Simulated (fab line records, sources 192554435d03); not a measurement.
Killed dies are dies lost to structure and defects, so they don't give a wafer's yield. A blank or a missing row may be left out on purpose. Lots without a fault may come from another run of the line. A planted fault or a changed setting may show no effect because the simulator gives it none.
fab line records | flow n5_finfet
record lots=4 wafers=12 last_day=18
route steps=1938 shown BEOL_M4@1099 BEOL_M5@1112 BEOL_M6@1257 PASSIVATION@1936
lots that met no fault: from a run of the same line without faults
start_h: hours from the record's first day to the start of the lot's first wafer shown | wait_h: hours since the lot's step before | " the same as in the row above | L1.1+2: a row that stands for several wafers | - no value, or no start given | * or withheld: withheld | < > ~ a bound
route shown NAME@n: a module of which the file shows steps, and the number in the route of the first | usual: mean/standard deviation of fault-free wafers | same: alike in all rows | chamber/n: place in a boat | sites: the reading at each site | _std_site: their standard deviation | _edge_site: outer sites' mean less inner sites' | radius_mm: how far each site lies from the wafer's centre | mask NAME#n: copy n | behind: the tool/chamber that last shaped the wafer | hold: why the lot was held/for how many hours/how that ended | device: the transistor (n, p or np) that didn't switch | end of line: the same wafers' tests at the end of the route | a step without rows: its recipe alone | killed: dies lost to structure and defects at the first sort, not the wafer's yield | map: a wafer's dies, x killed, . not, _ none there
set.NAME: the setting as run; set.NAME@STEP: as run at that earlier step | model.NAME: the simulator's own value behind a step, which no gauge read
lots at some steps of the route; a table a step, a row a wafer
services: from which hour (start_h, from the record's first day; less than 0 if before it) a tool's chamber was out of use, for how many hours, and why
## steps
# step N5_BEOL_M4_ANNEAL_95
# recipe temp_c=400 time_s=240 ambient=vacuum
# step N5_BEOL_M4_SPUTTER_96
# recipe material=Cu target_thk_a=45 temp_c=-20 chamber_pressure_pa=0.07 power_w=withheld time_s=8.29
# step N5_BEOL_M4_ECD_50
# recipe material=Cu target_thk_a=3000
# step N5_BEOL_M4_ANNEAL_51
# recipe temp_c=225 time_s=90 ambient=N2
# step N5_BEOL_M4_CMP_52
# recipe stop_on=SiOC t_overpolish_s=6.8 down_force_psi=1 platen_rpm=50 clearing_platen_down_force_psi=1.5 clearing_platen_rpm=50 post_cmp_clean=cu_alkaline target_thk_nm=40 clearing_platen_pad_velocity_m_s=0.99484 pad_velocity_m_s=0.99484
# step N5_BEOL_M4_PRE_CLEAN_60
# recipe gas=NH3/H2 time_s=15 temp_c=* rf_power_w=300
# step N5_BEOL_M4_CO_CAP_55
# recipe material=Co target_thk_a=20 temp_c=200 precursor=CCTBA/H2 pressure_torr=30 time_s=102.1
# step N5_BEOL_M4_PRE_CLEAN_56
# recipe gas=NH3 time_s=15 temp_c=withheld rf_power_w=300
# step N5_BEOL_M4_DEP_57
# recipe material=SiCN target_thk_a=80 temp_c=withheld precursor=3MS/NH3 pressure_torr=3 rf_w=202 time_s=14
# step N5_BEOL_M4_RC_MEAS_101
# usual DIBL_N=36.2/1.6 DIBL_P=36.1/2 IOFF_N=0.16/0.032 IOFF_P=0.22/0.036 ION_N=672/11 ION_P=463/7.5 SS_N=71.4/0.58 SS_P=73.2/0.67 VT_N=250/3.3 VT_P=-250/3.3
# columns lot.wafer tool chamber start_h wait_h DIBL_N[mV/V] DIBL_P[mV/V] IOFF_N[nA/um] IOFF_P[nA/um] ION_N[uA/um] ION_P[uA/um] SS_N[mV/dec] SS_P[mV/dec] VT_N[mV] VT_P[mV]
L877.2 prober-01 0 175.64 0.2 38.3 37.9 0.19 0.28 676 468 72.0 73.7 246 -245
L877.3 " 0 " " 32.8 31.0 0.10 0.16 651 457 70.2 72.0 255 -255
L877.4 " 0 " " 35.6 35.2 0.14 0.22 671 465 71.6 73.0 251 -249
L892.2 prober-02 0 276.62 0.2 35.3 34.4 0.14 0.20 664 457 71.7 73.3 253 -251
L892.5 " 0 " " 34.2 34.1 0.13 0.19 665 459 70.5 73.0 256 -251
L892.6 " 0 " " 32.5 30.8 0.11 0.15 664 451 70.6 71.6 254 -253
L890.2 prober-01 0 278.87 0.2 35.7 36.7 0.15 0.19 663 456 71.6 73.6 251 -251
L890.4 " 0 " " 35.7 36.7 0.16 0.18 675 458 72.0 73.6 247 -253
L890.6 " 0 " " 33.9 34.9 0.13 0.16 666 456 70.8 72.7 251 -254
L898.1 prober-02 0 322.86 0.0 35.0 35.9 0.14 0.18 678 465 70.4 72.6 252 -251
L898.4 " 0 " " 35.1 36.2 0.13 0.18 679 464 71.2 72.8 251 -252
L898.5 " 0 " " 36.3 37.7 0.16 0.21 677 467 71.5 72.8 250 -253
# step N5_BEOL_M5_ILD_DEP_00
# recipe material=SiCOH_lowk target_thk_a=1406.4 temp_c=300 precursor=DEMS/porogen pressure_torr=5 rf_w=500 time_s=25.9
# step N5_BEOL_M5_CURE_79
# recipe temp_c=385 time_s=240 ambient=He/Ar material=SiCOH_lowk
# step N5_BEOL_M5_PECVD_70
# recipe material=SiO2 target_thk_a=160 temp_c=400 precursor=TEOS/O2 pressure_torr=5.5 rf_w=450 teos_flow_sccm=53.8 gas=O2 flow_sccm=3000 time_s=18
# step N5_BEOL_M5_HM_DEP_02
# recipe material=TiN target_thk_a=200 temp_c=25 chamber_pressure_pa=0.49996
# step N5_BEOL_M5_COAT_59
# recipe resist=SOC temp_c=250 time_s=60 spin_rpm=1500 resist_thk_nm=60
# step N5_BEOL_M5_COAT_60
# recipe resist=SiARC temp_c=220 time_s=60 spin_rpm=1500 resist_thk_nm=12
# step N5_BEOL_M5_COAT_71
# recipe resist=underlayer temp_c=205 time_s=60 spin_rpm=1500 resist_thk_nm=5
# step N5_BEOL_M5_COAT_05
# recipe resist=CAR-EUV spin_rpm=1500 resist_thk_nm=30
# step N5_BEOL_M5_EBR_07
# recipe solvent=PGMEA ebr_width_mm=1.5
# step N5_BEOL_M5_SOFTBAKE_06
# recipe temp_c=110 time_s=60 resist=CAR-EUV
# step N5_BEOL_M5_EXPOSE_08
# recipe mask_id=M5 na=0.33 source_shape=annular sigma_inner=0.4 sigma_outer=0.8 polarization=unpolarized target_cd_nm=28 dose_mj=35.75
# step N5_BEOL_M5_PEB_09
# recipe peb_temp_c=100 peb_time_s=60 resist=CAR-EUV
# step N5_BEOL_M5_DEVELOP_10
# recipe develop_time_s=30 developer=TMAH resist=CAR-EUV rinse_liquid=surfactant_rinse dry=air_spin dev_temp_c=23
# step N5_BEOL_M5_DESCUM_16
# recipe chemistry=O2 time_s=7 source_power_w=50 bias_power_w=20 pressure_mtorr=20 rf_frequency_hz=2.712e+07 temp_c=40 resist=CAR-EUV o2_flow_sccm=225
# step N5_BEOL_M5_ETCH_72
# recipe chemistry=N2/H2 target=underlayer target_depth_a=65 mask_material=CAR-EUV time_s=5.2 ion_energy_ev=200 pressure_mtorr=30 source_w=840 bias_w=150 n2_flow_sccm=200 h2_flow_sccm=200 ends=cleared
# step N5_BEOL_M5_ETCH_61
# recipe chemistry=CF4 target=SiARC target_depth_a=156 mask_material=CAR-EUV time_s=26 ion_energy_ev=80 pressure_mtorr=40 source_w=545 bias_w=36 Ar_flow_sccm=100 cf4_flow_sccm=100 ends=cleared
# step N5_BEOL_M5_ETCH_62
# recipe chemistry=N2/H2 target=SOC target_depth_a=750 overetch_a=150 mask_material=SiARC temp_c=40 time_s=112.5 ion_energy_ev=200 pressure_mtorr=30 source_w=840 bias_w=150 n2_flow_sccm=200 h2_flow_sccm=200
# step N5_BEOL_M5_STRIP_63
# recipe chemistry=N2/H2 temp_c=40 n2_flow_sccm=200 h2_flow_sccm=200 rf_frequency_hz=6e+07
# step N5_BEOL_M5_STRIP_73
# recipe chemistry=N2/H2 temp_c=40 n2_flow_sccm=200 h2_flow_sccm=200 rf_frequency_hz=6e+07
# step N5_BEOL_M5_STRIP_64
# recipe chemistry=CF4 resist=SiARC power_w=300 bias_power_w=75 pressure_mtorr=50 cf4_flow_sccm=150 rf_frequency_hz=6e+07
# step N5_BEOL_M5_HM_OPEN_17
# recipe chemistry=Cl2/BCl3 target_depth_a=200 overetch_a=60 target=TiN mask_material=SOC ion_energy_ev=150 pressure_mtorr=10 icp_w=1000 bias_w=126 Cl2_flow_sccm=53.25 bcl3_flow_sccm=21.75 Ar_flow_sccm=25
# step N5_BEOL_M5_STRIP_19
# recipe chemistry=O2 power_w=400 temp_c=40 pressure_mtorr=30 rf_frequency_hz=6e+07 bias_power_w=0 overash_fraction=0.2 o2_flow_sccm=225
# step N5_BEOL_M5_COAT_65
# recipe resist=SOC temp_c=250 time_s=60 spin_rpm=1500 resist_thk_nm=60
# step N5_BEOL_M5_COAT_66
# recipe resist=SiARC temp_c=220 time_s=60 spin_rpm=1500 resist_thk_nm=12
# step N5_BEOL_M6_CMP_52
# recipe stop_on=SiCOH_lowk t_overpolish_s=6.9 down_force_psi=1 platen_rpm=50 clearing_platen_down_force_psi=1.5 clearing_platen_rpm=50 post_cmp_clean=cu_alkaline target_thk_nm=80 clearing_platen_pad_velocity_m_s=0.99484 pad_velocity_m_s=0.99484
# usual barrier_field_endpoint_s=29.0/0.72 clearing_platen_down_force_psi=1.500/0.0032 motor_current_A=5.8/0.56 overpolish_run_s=6.900/0.0091 pad_life_wafers=952/570 slurry_filter_dp_kPa=13.51/0.13 time_to_endpoint_s=61.7/2.9
# columns lot.wafer tool chamber start_h wait_h barrier_field_endpoint_s clearing_platen_down_force_psi motor_current_A overpolish_run_s pad_life_wafers slurry_filter_dp_kPa time_to_endpoint_s model.Cu_of_BEOL_M6_ECD_50.thk_nm model.SiO2_of_BEOL_M6_PECVD_70.thk_nm
L877.2 cmp-02 0 198.76 0.2 28.7 1.495 5.6 6.893 270 13.49 59.3 75 0
L877.4 " 2 " " 29.3 1.499 6.1 6.897 272 13.43 60.3 76.4 0
L877.3 " 3 " " 29.0 1.498 5.7 6.904 273 13.77 56.9 77.6 0
L892.2 cmp-03 2 296.86 0.3 - - - - - - - 305 19.4
L892.6 " 3 " " - - - - - - - 300.6 20
L892.5 " 0 " " - - - - - - - 296.2 19.6
L890.4 cmp-02 3 302.69 0.2 - - - - - - - 298.6 20
L890.2 " 0 " " - - - - - - - 301.4 19.6
L890.6 " 2 " " - - - - - - - 302.8 20
L898.4 cmp-04 3 342.91 0.2 29.6 1.499 6.6 6.898 858 13.50 61.3 77.8 0
L898.1 " 1 " " 28.8 1.501 5.1 6.891 860 13.50 60.2 80.2 0
L898.5 " 0 " " 30.3 1.504 6.2 6.895 - 13.53 63.7 79.8 0
# step N5_BEOL_M6_THK_MEAS_53
# recipe thk_meas_gauge=xrf reads=Cu_of_BEOL_M6_ECD_50
# usual M6_THK=79.2/2.1
# columns lot.wafer tool chamber start_h wait_h M6_THK[nm]
L877.2 film_metro-02 - 199.06 - 74.8
L877.3 " - " " 77.1
L877.4 " - " " 76.6
L892.2 film_metro-01 - 297.05 0.1 302.2
L892.5 " - " " 295.1
L892.6 " - " " 298.5
L890.2 film_metro-01 - 302.91 0.1 300.2
L890.4 " - " " 298.0
L890.6 " - " " 302.0
L898.1 film_metro-01 - 343.20 - 79.7
L898.4 " - " " 77.2
L898.5 " - " " 78.9
# step N5_BEOL_M6_RS_MEAS_57
# recipe thk_meas_gauge=four-point-probe reads=Cu_of_BEOL_M6_ECD_50+Co_of_BEOL_M6_CVD_78+TaN_of_BEOL_M6_ALD_77
# usual M6_RS=0.289/0.009
# columns lot.wafer tool chamber start_h wait_h M6_RS[ohm/sq]
L877.2 film_metro-02 - 199.19 0.1 0.309
L877.3 " - " " 0.297
L877.4 " - " " 0.302
L892.2 film_metro-02 - 297.18 0.1 0.063
L892.5 " - " " 0.065
L892.6 " - " " 0.065
L890.2 film_metro-02 - 303.04 0.1 0.064
L890.4 " - " " 0.065
L890.6 " - " " 0.064
L898.1 film_metro-01 - 343.34 0.1 0.286
L898.4 " - " " 0.297
L898.5 " - " " 0.288
# step N5_BEOL_M6_INSPECT_58
# recipe inspect_instrument=darkfield mode=post_dep
# usual raw_defect_count=73/21
# columns lot.wafer tool chamber start_h wait_h raw_defect_count
L877.2 defect_inspect-01 - 199.21 0.0 96
L877.3 " - " " 73
L877.4 " - " " 77
L892.2 defect_inspect-02 - 297.20 0.0 1388
L892.5 " - " " 1428
L892.6 " - " " 1579
L890.2 defect_inspect-02 - 303.07 0.0 1443
L890.4 " - " " 1479
L890.6 " - " " 1525
L898.1 defect_inspect-02 - 343.36 0.0 92
L898.4 " - " " 93
L898.5 " - " " 67
# step N5_PASSIVATION_PROBE_49
# usual defect_limited_yield=91.4/1.3 killed_at_M0_to_M3=34/10 killed_at_M4_up=14/5.6 killed_at_contacts=13/5.9 killed_at_front_end=37/9.9 killed_at_other=3.5/2.8 killed_dies=101/15 killed_on_rim=13/3.9 killed_open=67/12 killed_short=32/6.6 sort_bin_5_function=5.0/0.81 sort_bin_6_memory=3.2/0.66 sort_n_pass=1079/15 sort_yield_pct=91.4/1.3
# same gross_dies=1180 killed_at_back_side=0 sort_bin_4_leakage[%]=0 sort_bin_8_speed[%]=0
# columns lot.wafer tool chamber start_h wait_h defect_limited_yield[%] killed_at_M0_to_M3 killed_at_M4_up killed_at_contacts killed_at_front_end killed_at_other killed_dies killed_on_rim killed_open killed_short sort_bin_5_function[%] sort_bin_6_memory[%] sort_n_pass sort_yield_pct[%]
L877.3 prober-02 - 289.98 0.1 91.9 31 5 15 42 2 95 16 56 37 4.8 3.1 1085 91.9
L892.2 prober-01 - 376.62 0.1 0 36 1092 14 35 3 1180 152 55 41 5.0 2.5 0 0
L892.5 prober-01 - 376.77 0.2 0 21 1112 7 37 3 1180 152 51 30 3.6 3.0 0 0
L892.6 prober-01 - 376.82 0.3 0 32 1091 15 37 5 1180 152 64 30 4.7 3.3 0 0
L890.2 prober-02 - 396.61 0.1 0 27 1101 13 30 9 1180 152 64 28 5.4 2.4 0 0
L890.4 prober-02 - 396.71 0.2 0 38 1081 9 51 1 1180 152 78 33 5.7 3.5 0 0
L890.6 prober-02 - 396.81 0.3 0 43 1081 22 33 1 1180 152 82 26 5.4 3.7 0 0
L898.1 prober-02 - 423.56 0.0 89.0 40 28 17 45 0 130 23 88 42 6.8 4.1 1050 89.0
L898.4 prober-02 - 423.71 0.2 90.3 40 17 22 34 2 115 19 77 37 5.4 4.0 1065 90.3
L898.5 prober-02 - 423.76 0.2 90.7 50 8 14 38 0 110 15 73 37 5.0 4.0 1070 90.7
# killed by level:class
L877.3 FIN_SAQP:geometric_particle:short=14 FIN_SAQP:geometric_particle:open=10 MOL_CONTACT_COAG:geometric_particle:open=9 BEOL_M1:geometric_particle:open=9 BEOL_M0_SAQP:geometric_particle:short=7 GATE_CUT:geometric_particle:open=6 GATE_CUT:geometric_particle:short=6 MOL_CONTACT_COAG:geometric_particle:short=6
L892.2 BEOL_M6:area_cmp=1084 BEOL_M0_SAQP:geometric_particle:short=12 MOL_CONTACT_COAG:geometric_particle:open=10 FIN_SAQP:geometric_particle:short=8 GATE_CUT:geometric_particle:short=6 BEOL_M2:geometric_particle:open=6 BEOL_M0_SAQP:geometric_particle:open=5 BEOL_M1:geometric_particle:open=5
L892.5 BEOL_M6:area_cmp=1099 GATE_CUT:geometric_particle:short=10 BEOL_M2:geometric_particle:open=7 GATE_CUT:geometric_particle:open=6 MOL_CONTACT_COAG:geometric_particle:open=6 FIN_SAQP:geometric_particle:open=5 STI_FIN_REVEAL:geometric_particle:open=4 BEOL_M0_SAQP:geometric_particle:short=4
L892.6 BEOL_M6:area_cmp=1085 BEOL_M2:geometric_particle:open=14 MOL_CONTACT_COAG:geometric_particle:open=13 FIN_SAQP:geometric_particle:open=7 GATE_CUT:geometric_particle:short=6 BEOL_M0_SAQP:geometric_particle:open=6 STI_FIN_REVEAL:geometric_particle:open=5 GATE_CUT:geometric_particle:open=3
L890.2 BEOL_M6:area_cmp=1087 STI_FIN_REVEAL:geometric_particle:open=15 MOL_CONTACT_COAG:geometric_particle:open=12 BEOL_M3:geometric_particle:open=6 BEOL_M2:geometric_particle:open=5 PASS1_CAP:geometric_particle:short=5 BEOL_M0_SAQP:geometric_particle:open=4 DUMMY_GATE:geometric_particle:open=3
L890.4 BEOL_M6:area_cmp=1068 STI_FIN_REVEAL:geometric_particle:open=17 BEOL_M0_SAQP:geometric_particle:open=9 BEOL_M2:geometric_particle:open=9 MOL_CONTACT_COAG:geometric_particle:open=7 BEOL_M1:geometric_particle:open=7 GATE_CUT:geometric_particle:short=5 BEOL_M0_SAQP:geometric_particle:short=5
L890.6 BEOL_M6:area_cmp=1069 MOL_CONTACT_COAG:geometric_particle:open=16 BEOL_M1:geometric_particle:open=14 BEOL_M4:geometric_particle:open=8 BEOL_M0_SAQP:geometric_particle:open=8 STI_FIN_REVEAL:geometric_particle:open=6 MOL_CONTACT_COAG:geometric_particle:short=6 BEOL_M2:geometric_particle:open=6
L898.1 FIN_SAQP:geometric_particle:open=13 MOL_CONTACT_COAG:geometric_particle:open=11 BEOL_M4:geometric_particle:open=11 BEOL_M3:geometric_particle:open=10 DUMMY_GATE:geometric_particle:open=8 FIN_SAQP:geometric_particle:short=7 BEOL_M0_SAQP:geometric_particle:open=7 BEOL_M1:geometric_particle:open=7
L898.4 MOL_CONTACT_COAG:geometric_particle:open=19 FIN_SAQP:geometric_particle:open=11 BEOL_M2:geometric_particle:open=9 BEOL_M0_SAQP:geometric_particle:short=7 BEOL_M4:geometric_particle:open=7 GATE_CUT:geometric_particle:short=6 BEOL_M0_SAQP:geometric_particle:open=6 BEOL_M1:geometric_particle:open=6
L898.5 BEOL_M1:geometric_particle:open=12 BEOL_M0_SAQP:geometric_particle:short=10 FIN_SAQP:geometric_particle:open=9 BEOL_M3:geometric_particle:open=9 MOL_CONTACT_COAG:geometric_particle:open=8 BEOL_M2:geometric_particle:open=8 FIN_SAQP:geometric_particle:short=7 BEOL_M0_SAQP:geometric_particle:open=7
# map L890.2 (x killed, . not)
_________________xxxxxxxxxxxx________________
______________xxxxxxxxxxxxxxxxxx_____________
___________xxxxxxxxxxxxxxxxxxxxxxxx__________
__________xxxxxxxxxxxxxxxxxxxxxxxxxx_________
________xxxxxxxxxxxxxxxxxxxxxxxxxxxxxx_______
_______xxxxxxxxxxxxxxxxxxxxxxxxxxxxxxxx______
______xxxxxxxxxxxxxxxxxxxxxxxxxxxxxxxxxx_____
_____xxxxxxxxxxxxxxxxxxxxxxxxxxxxxxxxxxxx____
____xxxxxxxxxxxxxxxxxxxxxxxxxxxxxxxxxxxxxx___
___xxxxxxxxxxxxxxxxxxxxxxxxxxxxxxxxxxxxxxxx__
___xxxxxxxxxxxxxxxxxxxxxxxxxxxxxxxxxxxxxxxx__
__xxxxxxxxxxxxxxxxxxxxxxxxxxxxxxxxxxxxxxxxxx_
__xxxxxxxxxxxxxxxxxxxxxxxxxxxxxxxxxxxxxxxxxx_
_xxxxxxxxxxxxxxxxxxxxxxxxxxxxxxxxxxxxxxxxxxxx
_xxxxxxxxxxxxxxxxxxxxxxxxxxxxxxxxxxxxxxxxxxxx
_xxxxxxxxxxxxxxxxxxxxxxxxxxxxxxxxxxxxxxxxxxxx
_xxxxxxxxxxxxxxxxxxxxxxxxxxxxxxxxxxxxxxxxxxxx
_xxxxxxxxxxxxxxxxxxxxxxxxxxxxxxxxxxxxxxxxxxxx
_xxxxxxxxxxxxxxxxxxxxxxxxxxxxxxxxxxxxxxxxxxxx
_xxxxxxxxxxxxxxxxxxxxxxxxxxxxxxxxxxxxxxxxxxxx
_xxxxxxxxxxxxxxxxxxxxxxxxxxxxxxxxxxxxxxxxxxxx
__xxxxxxxxxxxxxxxxxxxxxxxxxxxxxxxxxxxxxxxxxx_
__xxxxxxxxxxxxxxxxxxxxxxxxxxxxxxxxxxxxxxxxxx_
___xxxxxxxxxxxxxxxxxxxxxxxxxxxxxxxxxxxxxxxx__
___xxxxxxxxxxxxxxxxxxxxxxxxxxxxxxxxxxxxxxxx__
____xxxxxxxxxxxxxxxxxxxxxxxxxxxxxxxxxxxxxx___
_____xxxxxxxxxxxxxxxxxxxxxxxxxxxxxxxxxxxx____
______xxxxxxxxxxxxxxxxxxxxxxxxxxxxxxxxxx_____
_______xxxxxxxxxxxxxxxxxxxxxxxxxxxxxxxx______
________xxxxxxxxxxxxxxxxxxxxxxxxxxxxxx_______
__________xxxxxxxxxxxxxxxxxxxxxxxxxx_________
___________xxxxxxxxxxxxxxxxxxxxxxxx__________
______________xxxxxxxxxxxxxxxxxx_____________
_________________xxxxxxxxxxxx________________
# map L892.2 (x killed, . not)
_________________xxxxxxxxxxxx________________
______________xxxxxxxxxxxxxxxxxx_____________
___________xxxxxxxxxxxxxxxxxxxxxxxx__________
__________xxxxxxxxxxxxxxxxxxxxxxxxxx_________
________xxxxxxxxxxxxxxxxxxxxxxxxxxxxxx_______
_______xxxxxxxxxxxxxxxxxxxxxxxxxxxxxxxx______
______xxxxxxxxxxxxxxxxxxxxxxxxxxxxxxxxxx_____
_____xxxxxxxxxxxxxxxxxxxxxxxxxxxxxxxxxxxx____
____xxxxxxxxxxxxxxxxxxxxxxxxxxxxxxxxxxxxxx___
___xxxxxxxxxxxxxxxxxxxxxxxxxxxxxxxxxxxxxxxx__
___xxxxxxxxxxxxxxxxxxxxxxxxxxxxxxxxxxxxxxxx__
__xxxxxxxxxxxxxxxxxxxxxxxxxxxxxxxxxxxxxxxxxx_
__xxxxxxxxxxxxxxxxxxxxxxxxxxxxxxxxxxxxxxxxxx_
_xxxxxxxxxxxxxxxxxxxxxxxxxxxxxxxxxxxxxxxxxxxx
_xxxxxxxxxxxxxxxxxxxxxxxxxxxxxxxxxxxxxxxxxxxx
_xxxxxxxxxxxxxxxxxxxxxxxxxxxxxxxxxxxxxxxxxxxx
_xxxxxxxxxxxxxxxxxxxxxxxxxxxxxxxxxxxxxxxxxxxx
_xxxxxxxxxxxxxxxxxxxxxxxxxxxxxxxxxxxxxxxxxxxx
_xxxxxxxxxxxxxxxxxxxxxxxxxxxxxxxxxxxxxxxxxxxx
_xxxxxxxxxxxxxxxxxxxxxxxxxxxxxxxxxxxxxxxxxxxx
_xxxxxxxxxxxxxxxxxxxxxxxxxxxxxxxxxxxxxxxxxxxx
__xxxxxxxxxxxxxxxxxxxxxxxxxxxxxxxxxxxxxxxxxx_
__xxxxxxxxxxxxxxxxxxxxxxxxxxxxxxxxxxxxxxxxxx_
___xxxxxxxxxxxxxxxxxxxxxxxxxxxxxxxxxxxxxxxx__
___xxxxxxxxxxxxxxxxxxxxxxxxxxxxxxxxxxxxxxxx__
____xxxxxxxxxxxxxxxxxxxxxxxxxxxxxxxxxxxxxx___
_____xxxxxxxxxxxxxxxxxxxxxxxxxxxxxxxxxxxx____
______xxxxxxxxxxxxxxxxxxxxxxxxxxxxxxxxxx_____
_______xxxxxxxxxxxxxxxxxxxxxxxxxxxxxxxx______
________xxxxxxxxxxxxxxxxxxxxxxxxxxxxxx_______
__________xxxxxxxxxxxxxxxxxxxxxxxxxx_________
___________xxxxxxxxxxxxxxxxxxxxxxxx__________
______________xxxxxxxxxxxxxxxxxx_____________
_________________xxxxxxxxxxxx________________
## services
# columns tool chamber start_h hours kind
cmp-04 - 182.93 1.8 repair
cmp-03 - 183.59 6.1 repair
cmp-04 - 188.59 1.0 repair
cmp-04 - 197.14 0.6 repair
cmp-03 - 208.71 0.5 repair
cmp-02 - 231.37 0.9 repair
cmp-04 - 235.74 4.0 pm
cmp-04 - 239.74 - consumable_replace:conditioner
cmp-04 - 239.74 - consumable_replace:pad
cmp-03 - 311.97 4.0 pm
cmp-03 - 315.97 - consumable_replace:conditioner
cmp-03 - 315.97 - consumable_replace:pad
cmp-03 - 324.02 4.8 pm
cmp-02 - 337.85 1.1 repair
## key
first_sign step=N5_BEOL_M6_CMP_52 reading=tool_record direction=missing
effect step=N5_BEOL_M6_THK_MEAS_53 reading=M6_THK direction=up sigmas=99+ usual=79.2 struck=299.3
effect step=N5_BEOL_M6_RS_MEAS_57 reading=M6_RS direction=down sigmas=25 usual=0.289 struck=0.064
effect step=N5_BEOL_M6_INSPECT_58 reading=raw_defect_count direction=up sigmas=65 usual=73 struck=1474
effect step=N5_PASSIVATION_PROBE_49 reading=killed_at_M4_up direction=up sigmas=99+ usual=14 struck=1093
model_effect step=N5_BEOL_M6_CMP_52 value=Cu_of_BEOL_M6_ECD_50.thk_nm without=78.67 struck=300.8
more_kills_born_at N5_BEOL_M6_CMP_52@cmp-03=3268 N5_BEOL_M6_CMP_52@cmp-02=3224
met_at N5_BEOL_M6_CMP_52
struck_wafers L890.2,L890.4,L890.6,L892.2,L892.5,L892.6
later_rows_left_out L890.2,L890.4,L890.6,L892.2,L892.5,L892.6
onset_between 198.76 296.86
fault kind=skipped_step_whole tool=cmp-02,cmp-03 chamber=- onset_h=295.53 steps=N5_BEOL_M6_CMP_52 scope=struck_lots_only
# later_rows_left_out: the simulator's readings of these wafers behind a module that went badly wrong aren't trusted and aren't shown, but for the sort
